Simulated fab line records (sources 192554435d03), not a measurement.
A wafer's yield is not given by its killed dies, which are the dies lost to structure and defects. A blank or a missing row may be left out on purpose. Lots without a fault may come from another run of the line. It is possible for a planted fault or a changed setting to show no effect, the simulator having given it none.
Chamber matching + flow n5-finfet + 3 sister chambers for N5_BEOL_M4_PRE_CLEAN_60 on cvd-co-02
The step time 15 s. 3 wafers are shown with their chamber, then 12 later ones without.

== WAFERS PAIRED WITH THEIR CHAMBERS ==
| wafer  | chamber | heater-power-w (W) |
|--------|---------|--------------------|
| L086.1 | 2       | 74                 |
| L088.4 | 0       | 67                 |
| L088.5 | 1       | 75                 |

== WAFERS WHOSE CHAMBER IS MISSING ==
| wafer  | heater-power-w (W) |
|--------|--------------------|
| L093.3 | 77                 |
| L093.4 | 73                 |
| L093.6 | 76                 |
| L094.3 | 74                 |
| L094.4 | 66                 |
| L094.5 | 74                 |
| L095.1 | 77                 |
| L095.4 | 68                 |
| L095.6 | 78                 |
| L096.2 | 75                 |
| L096.3 | 67                 |
| L096.4 | 74                 |

== EACH ONE'S CHAMBER ==
| wafer  | from the rows above     | in truth |
|--------|-------------------------|----------|
| L093.3 | can't be placed: 1 or 2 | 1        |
| L093.4 | can't be placed: 2 or 1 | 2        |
| L093.6 | can't be placed: 1 or 2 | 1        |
| L094.3 | can't be placed: 2 or 1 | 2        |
| L094.4 | 0                       | 0        |
| L094.5 | can't be placed: 2 or 1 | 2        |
| L095.1 | can't be placed: 1 or 2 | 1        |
| L095.4 | 0                       | 0        |
| L095.6 | can't be placed: 1 or 2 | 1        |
| L096.2 | can't be placed: 1 or 2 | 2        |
| L096.3 | 0                       | 0        |
| L096.4 | can't be placed: 2 or 1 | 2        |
Placed correctly: 3 of 12. From these rows, 9 cannot be placed; in 9 the true chamber is one of the candidates. Placed wrongly: 0.
How it was worked out, from the rows above alone: a wafer's distance from a chamber is the root of the sum, over the readings, of the square of ((its reading less the chamber's mean) divided by the reading's scatter). If the next closest chamber is less than 2 further off than the closest, the wafer can't be placed; otherwise it belongs to the closest. For every chamber, the mean is computed from those of its wafers that are shown. The scatter: with one shown wafer a chamber, the root of the mean of the squares of how far each hidden wafer lies from its nearest shown one.
